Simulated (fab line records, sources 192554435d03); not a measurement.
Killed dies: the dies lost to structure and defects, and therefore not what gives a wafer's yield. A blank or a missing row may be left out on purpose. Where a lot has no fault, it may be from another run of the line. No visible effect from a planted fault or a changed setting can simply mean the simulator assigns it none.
fab line records	flow n5_finfet	part 1 of 2: steps 1 to 4 of 6
[record] lots = 23	wafers = 69	last_day = 18
route steps=1938 shown WELL_APT@45 PMOS_HMC_CHANNEL_EPI@71 FIN_SAQP@135
lots that met no fault: from a run of the same line without faults
start_h: the number of hours between the record's first day and the start of the first shown wafer of the lot	wait_h: hours since the lot's step before	" unchanged from the row above	L1.1+2: a row that stands for several wafers	- either no value or no given start	* or withheld: withheld	< > ~ a bound
route shown NAME@n: names a module that has steps shown in the file, with the first one's number in the route	usual: mean and standard deviation over wafers with no fault	same: alike in all rows	chamber/n: place in a boat	sites: the reading at each site	_std_site: the values' standard deviation	_edge_site: mean of outer sites minus mean of inner sites	radius_mm: for every site, how far away it sits from the centre of the wafer	mask NAME#n: copy n	behind: the tool/chamber that last shaped the wafer	hold: cause of the lot's hold/its duration in hours/its outcome	device: transistor that didn't switch, given as n, p or np	end of line: the route-end tests of the same wafers	a step with no rows: only its recipe	killed: count of dies lost to structure and defects at first sort (not the wafer's yield)	map: the dies of a wafer, with x for killed, . for not killed, _ for no die there
set.NAME: the setting that was run; set.NAME@STEP: the one run at that earlier step	model.NAME: the simulator's own value behind a step, which no gauge read
the route's steps for a sample of lots (tables are steps, rows are wafers)
services: when a tool's chamber went out of use (start_h, in hours from the record's first day, below 0 if earlier), for how many hours, and the reason
[[steps]]
[step N5_WELL_APT_INSPECT_27]
[recipe] mode = adi	inspect_instrument = macro
[usual] raw_defect_count = 2.0/1.4
lot.wafer	tool	chamber	start_h	wait_h	raw_defect_count
L074.3	defect_inspect-01	-	15.66	0.0	1
L074.4	"	-	"	"	0
L074.5	"	-	"	"	4
L075.2	defect_inspect-02	-	21.02	0.0	3
L075.3	"	-	"	"	2
L075.5	"	-	"	"	0
L076.1	defect_inspect-01	-	27.00	0.0	3
L076.2	"	-	"	"	0
L076.4	"	-	"	"	0
L078.2	defect_inspect-01	-	39.28	0.0	1
L078.3	"	-	"	"	0
L078.6	"	-	"	"	3
L079.2	defect_inspect-02	-	45.80	0.0	3
L079.3	"	-	"	"	0
L079.4	"	-	"	"	1
L080.2	defect_inspect-01	-	51.40	0.0	0
L080.4	"	-	"	"	1
L080.5	"	-	"	"	5
L081.2	defect_inspect-02	-	58.34	0.0	3
L081.5	"	-	"	"	0
L081.6	"	-	"	"	1
L082.1	defect_inspect-02	-	62.95	0.0	3
L082.2	"	-	"	"	4
L082.6	"	-	"	"	1
L083.4	defect_inspect-01	-	69.21	0.0	4
L083.5	"	-	"	"	1
L083.6	"	-	"	"	1
L084.2	defect_inspect-02	-	74.78	0.0	5
L084.4	"	-	"	"	3
L084.6	"	-	"	"	4
L085.1	defect_inspect-01	-	80.75	0.0	2
L085.4	"	-	"	"	0
L085.5	"	-	"	"	1
L086.1	defect_inspect-02	-	88.25	0.0	5
L086.4	"	-	"	"	3
L086.6	"	-	"	"	3
L087.1	defect_inspect-01	-	93.35	0.0	3
L087.2	"	-	"	"	3
L087.3	"	-	"	"	2
L088.1	defect_inspect-01	-	99.03	0.0	4
L088.3	"	-	"	"	2
L088.4	"	-	"	"	0
L089.4	defect_inspect-02	-	105.10	0.0	3
L089.5	"	-	"	"	1
L089.6	"	-	"	"	0
L090.1	defect_inspect-01	-	111.27	0.0	2
L090.2	"	-	"	"	3
L090.3	"	-	"	"	3
L091.1	defect_inspect-02	-	117.29	0.0	1
L091.3	"	-	"	"	3
L091.6	"	-	"	"	0
L092.1	defect_inspect-02	-	123.32	0.0	3
L092.4	"	-	"	"	0
L092.5	"	-	"	"	2
L093.1	defect_inspect-02	-	129.68	0.0	0
L093.4	"	-	"	"	2
L093.6	"	-	"	"	4
L094.2	defect_inspect-01	-	135.72	0.0	1
L094.3	"	-	"	"	3
L094.6	"	-	"	"	1
L095.2	defect_inspect-02	-	142.23	0.0	3
L095.4	"	-	"	"	0
L095.5	"	-	"	"	2
L096.3	defect_inspect-02	-	148.26	0.0	4
L096.4	"	-	"	"	2
L096.6	"	-	"	"	4
L097.2	defect_inspect-01	-	153.04	0.0	3
L097.3	"	-	"	"	1
L097.5	"	-	"	"	1
[step N5_WELL_APT_RTA_34]
[recipe] temp_c = 1000	time_s = 10	ambient = N2	idle_temp_c = 600	ramp_up_c_per_s = 150	ramp_down_c_per_s = 60	cool_to_c = 600
[usual] lamp_power_pct = 13.01/0.055	wafer_temp_C_max = 1003.6/1
lot.wafer	tool	chamber	start_h	wait_h	lamp_power_pct	wafer_temp_C_max
L074.3	rtp_anneal-02	0	17.57	0.1	13.02	1003.0
L074.4	"	0	"	"	13.08	1005.8
L074.5	"	0	"	"	12.97	1003.7
L075.2	rtp_anneal-01	0	22.73	0.2	13.05	1003.0
L075.3	"	0	"	"	13.08	1002.7
L075.5	"	0	"	"	13.01	1002.3
L076.1	rtp_anneal-02	0	28.06	0.0	12.95	1001.9
L076.2	"	0	"	"	13.02	1001.2
L076.4	"	0	"	"	13.12	1003.5
L078.2	rtp_anneal-02	0	40.35	0.0	12.97	1002.2
L078.3	"	0	"	"	12.97	1002.2
L078.6	"	0	"	"	13.07	1001.9
L079.2	rtp_anneal-02	0	46.63	0.0	13.01	1003.4
L079.3	"	0	"	"	12.99	1003.8
L079.4	"	0	"	"	13.15	1003.9
L080.2	rtp_anneal-02	0	52.23	0.0	12.97	1001.5
L080.4	"	0	"	"	13.06	1002.6
L080.5	"	0	"	"	13.01	1003.1
L081.2	rtp_anneal-02	0	59.23	0.0	13.04	1002.9
L081.5	"	0	"	"	13.04	1004.5
L081.6	"	0	"	"	12.90	1004.3
L082.1	rtp_anneal-01	0	63.76	0.0	12.96	1006.3
L082.2	"	0	"	"	12.96	1003.3
L082.6	"	0	"	"	12.98	1004.3
L083.4	rtp_anneal-01	0	70.09	0.1	12.99	1005.8
L083.5	"	0	"	"	13.08	1003.0
L083.6	"	0	"	"	13.05	1004.5
L084.2	rtp_anneal-01	0	76.04	0.2	13.00	1002.1
L084.4	"	0	"	"	12.98	1002.2
L084.6	"	0	"	"	12.99	1002.2
L085.1	rtp_anneal-01	0	81.55	0.0	12.97	1004.3
L085.4	"	0	"	"	13.05	1004.1
L085.5	"	0	"	"	12.95	1005.2
L086.1	rtp_anneal-02	0	89.38	0.1	13.06	1003.6
L086.4	"	0	"	"	13.09	1003.3
L086.6	"	0	"	"	12.97	1003.5
L087.1	rtp_anneal-02	0	94.47	0.3	13.08	1004.2
L087.2	"	0	"	"	12.98	1003.8
L087.3	"	0	"	"	12.96	1002.6
L088.1	rtp_anneal-02	0	100.02	0.2	12.94	1004.1
L088.3	"	0	"	"	12.98	1004.3
L088.4	"	0	"	"	12.93	1004.1
L089.4	rtp_anneal-01	0	106.21	0.1	12.93	1005.8
L089.5	"	0	"	"	13.03	1003.4
L089.6	"	0	"	"	12.99	1004.6
L090.1	rtp_anneal-02	0	112.09	0.0	12.97	1003.1
L090.2	"	0	"	"	13.00	1004.6
L090.3	"	0	"	"	12.97	1004.0
L091.1	rtp_anneal-01	0	118.08	0.0	12.91	1004.6
L091.3	"	0	"	"	12.97	1004.7
L091.6	"	0	"	"	13.04	1002.7
L092.1	rtp_anneal-02	0	124.14	0.0	12.99	1004.1
L092.4	"	0	"	"	12.97	1003.4
L092.5	"	0	"	"	13.01	1004.4
L093.1	rtp_anneal-01	0	131.31	0.0	12.96	1001.8
L093.4	"	0	"	"	13.07	1002.5
L093.6	"	0	"	"	12.97	1002.7
L094.2	rtp_anneal-01	0	136.94	0.0	13.06	1003.0
L094.3	"	0	"	"	13.04	1003.3
L094.6	"	0	"	"	12.98	1005.2
L095.2	rtp_anneal-01	0	144.61	0.0	12.94	1001.9
L095.4	"	0	"	"	13.05	1001.9
L095.5	"	0	"	"	13.07	1003.1
L096.3	rtp_anneal-02	0	149.44	0.1	12.94	1003.2
L096.4	"	0	"	"	13.13	1003.6
L096.6	"	0	"	"	13.14	1002.8
L097.2	rtp_anneal-01	0	154.62	0.0	12.97	1004.6
L097.3	"	0	"	"	13.12	1003.3
L097.5	"	0	"	"	13.02	1004.6
[step N5_PMOS_HMC_CHANNEL_EPI_STRIP_33]
[recipe] chemistry = N2/H2	power_w = 500	temp_c = 40	pressure_mtorr = 50	rf_frequency_hz = 6e+07	overash_fraction = 0.3	bias_power_w = 8	h2_frac = 0.5	n2_flow_sccm = 300	h2_flow_sccm = 300
[usual] drypump_motor_current_A = 5.7/0.41	oes_product_au = 0.78/0.082	rf_vpp_V = 54.0/1.6	showerhead_plenum_p_Torr = 3.36/0.12	throttle_valve_pct = 18.94/0.29
lot.wafer	tool	chamber	start_h	wait_h	drypump_motor_current_A	oes_product_au	rf_hours_counter_h	rf_vpp_V	showerhead_plenum_p_Torr	throttle_valve_pct
L074.3	rie_diel-04	3	19.33	0.0	6.1	0.73	225	55.8	3.32	18.77
L074.4	"	2	"	"	5.5	0.69	215	53.9	3.45	19.05
L074.5	"	0	"	"	6.3	0.81	-	54.7	3.13	18.89
L075.2	rie_diel-04	0	24.17	0.0	6.3	0.83	71	52.7	3.13	18.88
L075.3	"	1	"	"	6.2	0.85	56	54.1	3.41	18.72
L075.5	"	1	"	"	6.2	0.84	-	54.2	3.42	18.72
L076.1	rie_diel-03	2	29.55	0.0	5.7	0.93	8	54.5	3.44	18.77
L076.2	"	1	"	"	5.8	0.71	214	52.1	3.48	19.38
L076.4	"	3	"	"	6.3	0.87	53	56.6	3.55	18.41
L078.2	rie_diel-03	2	41.94	0.0	5.7	0.94	11	53.5	3.43	18.77
L078.3	"	1	"	"	5.8	0.71	219	51.8	3.48	19.39
L078.6	"	0	"	"	5.4	0.77	-	55.3	3.36	19.42
L079.2	rie_diel-02	1	48.90	0.0	5.2	0.67	243	50.3	3.31	19.30
L079.3	"	0	"	"	5.0	0.83	105	53.0	3.15	18.85
L079.4	"	2	"	"	5.8	0.70	179	56.9	3.36	18.94
L080.2	rie_diel-03	3	53.99	0.0	6.3	0.86	61	53.7	3.54	18.42
L080.4	"	0	"	"	5.4	0.76	143	55.2	3.36	19.42
L080.5	"	0	"	"	5.4	0.75	-	52.9	3.36	19.42
L081.2	rie_diel-02	3	60.63	0.0	5.5	0.76	119	53.1	3.37	18.69
L081.5	"	2	"	"	5.7	0.72	-	51.1	3.36	18.93
L081.6	"	1	"	"	5.2	0.68	-	53.5	3.31	19.28
L082.1	rie_diel-02	3	65.30	0.0	5.4	0.75	121	51.2	3.37	18.66
L082.2	"	1	"	"	5.2	0.67	247	55.5	3.31	19.27
L082.6	"	2	"	"	5.8	0.71	-	58.4	3.36	18.97
L083.4	rie_diel-02	3	71.82	0.0	5.4	0.76	122	52.6	3.37	18.66
L083.5	"	0	"	"	5.0	0.81	-	51.9	3.14	18.85
L083.6	"	1	"	"	5.2	0.67	-	54.6	3.30	19.28
L084.2	rie_diel-03	0	77.76	0.0	5.4	0.77	152	53.1	3.36	19.45
L084.4	"	1	"	"	5.8	0.72	231	53.3	3.47	19.38
L084.6	"	3	"	"	6.3	0.86	-	55.3	3.54	18.43
L085.1	rie_diel-03	1	83.56	0.0	5.8	0.71	233	54.2	3.47	19.36
L085.4	"	0	"	"	5.4	0.75	154	55.5	3.36	19.45
L085.5	"	2	"	"	5.7	0.93	-	53.9	3.43	18.79
L086.1	rie_diel-02	0	91.12	0.0	5.0	0.80	122	53.0	3.14	18.85
L086.4	"	3	"	"	5.5	0.75	-	53.2	3.36	18.70
L086.6	"	2	"	"	5.8	0.71	-	54.8	3.35	18.97
L087.1	rie_diel-02	1	96.14	0.0	5.2	0.98	1	51.7	3.30	18.92
L087.2	"	2	"	"	5.8	0.71	199	52.2	3.35	18.98
L087.3	"	0	"	"	5.0	0.80	124	53.1	3.14	18.86
L088.1	rie_diel-02	2	101.73	0.0	5.8	0.69	202	52.1	3.35	18.94
L088.3	"	3	"	"	5.5	0.75	137	55.0	3.36	18.71
L088.4	"	1	"	"	5.2	0.97	4	52.9	3.30	18.91
L089.4	rie_diel-02	0	107.56	0.0	5.0	0.81	127	54.7	3.14	18.87
L089.5	"	3	"	"	5.5	0.76	-	51.7	3.36	18.74
L089.6	"	2	"	"	5.8	0.69	-	51.2	3.35	18.98
L090.1	rie_diel-04	0	113.63	0.0	6.3	0.83	89	55.3	3.12	18.89
L090.2	"	1	"	"	6.2	0.83	74	54.5	3.41	18.76
L090.3	"	2	"	"	5.5	0.69	234	53.3	3.44	19.09
L091.1	rie_diel-03	1	120.03	0.0	5.8	0.70	245	52.0	3.46	19.42
L091.3	"	2	"	"	5.8	0.89	36	54.0	3.42	18.81
L091.6	"	2	"	"	5.8	0.89	-	55.8	3.42	18.81
L092.1	rie_diel-04	3	125.75	0.0	6.1	0.71	246	53.7	3.30	18.79
L092.4	"	0	"	"	6.4	0.79	93	53.5	3.12	18.93
L092.5	"	0	"	"	6.3	0.80	-	54.4	3.12	18.92
L093.1	rie_diel-03	2	132.87	0.0	5.7	0.88	39	52.3	3.42	18.81
L093.4	"	0	"	"	5.4	0.73	169	56.9	3.35	19.45
L093.6	"	2	"	"	5.7	0.86	-	52.6	3.42	18.82
L094.2	rie_diel-04	1	138.47	0.0	6.2	0.80	82	50.6	3.40	18.78
L094.3	"	0	"	"	6.3	0.79	97	54.7	3.12	18.92
L094.6	"	2	"	"	5.5	0.69	-	55.2	3.43	19.09
L095.2	rie_diel-04	1	146.22	0.0	6.2	0.83	85	50.4	3.40	18.78
L095.4	"	1	"	"	6.2	0.81	-	53.6	3.40	18.78
L095.5	"	2	"	"	5.5	0.67	-	55.1	3.43	19.10
L096.3	rie_diel-03	0	150.82	0.0	5.4	0.72	175	53.5	3.34	19.49
L096.4	"	0	"	"	5.4	0.72	-	53.1	3.34	19.48
L096.6	"	2	"	"	5.7	0.86	-	52.9	3.42	18.82
L097.2	rie_diel-03	0	156.32	0.0	5.4	0.72	177	54.4	3.34	19.49
L097.3	"	3	"	"	6.3	0.83	93	58.8	3.52	18.48
L097.5	"	2	"	"	5.8	0.86	-	53.0	3.41	18.83
[step N5_FIN_SAQP_ETCH_67]
[recipe] chemistry = CH3F/O2	target = SiNx	target_depth_a = 300	mask_material = SOC	pressure_mtorr = 30	source_w = 395	bias_w = 73	Ar_flow_sccm = 150	CH3F_flow_sccm = 30	O2_flow_sccm = 20	ion_energy_ev = 120
[usual] drypump_motor_current_A = 5.7/0.39	oes_product_au = 0.83/0.1	rf_vpp_V = 298/5.8	showerhead_plenum_p_Torr = 2.02/0.057	throttle_valve_pct = 16.30/0.22
lot.wafer	tool	chamber	start_h	wait_h	drypump_motor_current_A	oes_product_au	rf_hours_counter_h	rf_vpp_V	showerhead_plenum_p_Torr	throttle_valve_pct
L074.3	rie_diel-05	2	26.82	0.0	5.8	0.69	248	301	1.95	16.70
L074.4	"	0	"	"	5.8	0.88	35	292	2.05	15.95
L074.5	"	1	"	"	5.8	0.68	-	304	1.95	16.64
L075.2	rie_diel-01	2	31.16	0.0	4.9	0.70	233	307	2.06	16.46
L075.3	"	0	"	"	5.4	0.98	9	291	2.04	16.03
L075.5	"	0	"	"	5.4	0.97	-	292	2.04	16.02
L076.1	rie_diel-06	2	37.38	0.0	5.2	0.97	3	304	2.12	15.97
L076.2	"	1	"	"	6.1	0.74	162	292	1.92	16.38
L076.4	"	1	"	"	6.1	0.74	-	291	1.92	16.38
L078.2	rie_diel-06	2	49.40	0.0	5.3	0.93	10	303	2.12	16.00
L078.3	"	0	"	"	5.3	0.78	123	297	2.00	16.43
L078.6	"	2	"	"	5.3	0.94	-	302	2.12	16.01
L079.2	rie_diel-05	1	56.10	0.0	5.9	0.68	259	306	1.95	16.66
L079.3	"	3	"	"	6.2	0.71	196	293	2.07	16.52
L079.4	"	3	"	"	6.2	0.71	-	294	2.07	16.50
L080.2	rie_diel-06	1	60.82	0.0	6.1	0.74	173	292	1.91	16.38
L080.4	"	0	"	"	5.4	0.78	127	297	2.00	16.42
L080.5	"	2	"	"	5.3	0.94	-	302	2.11	16.03
L081.2	rie_diel-05	2	67.88	0.0	5.8	0.98	4	303	1.95	16.28
L081.5	"	3	"	"	6.3	0.71	-	293	2.07	16.52
L081.6	"	0	"	"	5.6	0.85	-	292	2.04	16.00
L082.1	rie_diel-05	0	74.00	0.0	5.8	0.85	56	290	2.04	15.98
L082.2	"	3	"	"	6.3	0.71	203	292	2.06	16.54
L082.6	"	2	"	"	5.8	0.97	-	304	1.95	16.29
L083.4	rie_diel-01	0	78.80	0.0	5.4	0.92	26	291	2.03	16.04
L083.5	"	2	"	"	4.9	0.68	-	308	2.05	16.48
L083.6	"	3	"	"	5.6	0.72	-	302	2.08	16.55
L084.2	rie_diel-05	0	84.94	0.0	5.8	0.85	61	293	2.04	16.01
L084.4	"	2	"	"	5.8	0.96	12	302	1.95	16.30
L084.6	"	0	"	"	5.8	0.83	-	291	2.04	15.99
L085.1	rie_diel-06	0	92.88	0.0	5.3	0.76	138	295	2.00	16.47
L085.4	"	3	"	"	5.1	0.71	237	305	2.07	16.64
L085.5	"	2	"	"	5.3	0.90	-	303	2.11	16.02
L086.1	rie_diel-01	0	99.39	0.0	5.4	0.92	35	290	2.03	16.06
L086.4	"	3	"	"	5.6	0.71	-	302	2.07	16.56
L086.6	"	1	"	"	6.1	0.90	-	295	2.04	16.31
L087.1	rie_diel-06	0	104.41	0.0	5.3	0.75	141	296	2.00	16.48
L087.2	"	2	"	"	5.3	0.89	30	303	2.11	16.05
L087.3	"	1	"	"	6.2	0.72	189	290	1.91	16.42
L088.1	rie_diel-01	1	108.80	0.0	6.1	0.88	52	296	2.04	16.30
L088.3	"	2	"	"	4.9	1.03	1	308	2.05	16.04
L088.4	"	1	"	"	6.1	0.88	-	295	2.04	16.31
L089.4	rie_diel-01	1	115.37	0.0	6.1	0.88	55	296	2.04	16.32
L089.5	"	2	"	"	4.9	1.00	-	307	2.05	16.03
L089.6	"	1	"	"	6.1	0.88	-	295	2.04	16.32
L090.1	rie_diel-05	1	121.48	0.0	5.9	0.96	12	306	1.94	16.23
L090.2	"	0	"	"	5.7	0.82	74	292	2.04	16.01
L090.3	"	2	"	"	5.8	0.92	24	303	1.95	16.31
L091.1	rie_diel-05	0	127.23	0.0	5.7	0.83	76	291	2.04	16.02
L091.3	"	1	"	"	5.9	0.95	14	305	1.94	16.23
L091.6	"	1	"	"	5.9	0.94	-	305	1.94	16.24
L092.1	rie_diel-01	1	135.14	0.0	6.1	0.87	62	295	2.03	16.35
L092.4	"	0	"	"	5.4	0.90	46	291	2.02	16.10
L092.5	"	0	"	"	5.4	0.91	-	291	2.02	16.11
L093.1	rie_diel-05	1	142.54	0.0	5.9	0.93	22	305	1.94	16.23
L093.4	"	0	"	"	5.8	0.81	83	292	2.03	16.05
L093.6	"	2	"	"	5.8	0.90	-	304	1.94	16.34
L094.2	rie_diel-01	1	147.66	0.0	6.1	0.86	69	296	2.03	16.36
L094.3	"	2	"	"	4.9	0.96	16	306	2.05	16.07
L094.6	"	1	"	"	6.1	0.86	-	295	2.03	16.34
L095.2	rie_diel-05	3	153.57	0.0	6.3	0.68	236	293	2.05	16.58
L095.4	"	2	"	"	5.8	0.89	40	301	1.94	16.35
L095.5	"	1	"	"	5.9	0.92	-	305	1.94	16.25
L096.3	rie_diel-01	1	158.41	0.0	6.1	0.84	75	296	2.03	16.37
L096.4	"	2	"	"	4.9	0.95	20	307	2.05	16.07
L096.6	"	1	"	"	6.1	0.85	-	296	2.03	16.35
L097.2	rie_diel-05	3	163.21	0.0	6.3	0.69	240	293	2.05	16.59
L097.3	"	2	"	"	5.8	0.89	43	302	1.94	16.35
L097.5	"	1	"	"	5.9	0.91	-	305	1.94	16.26
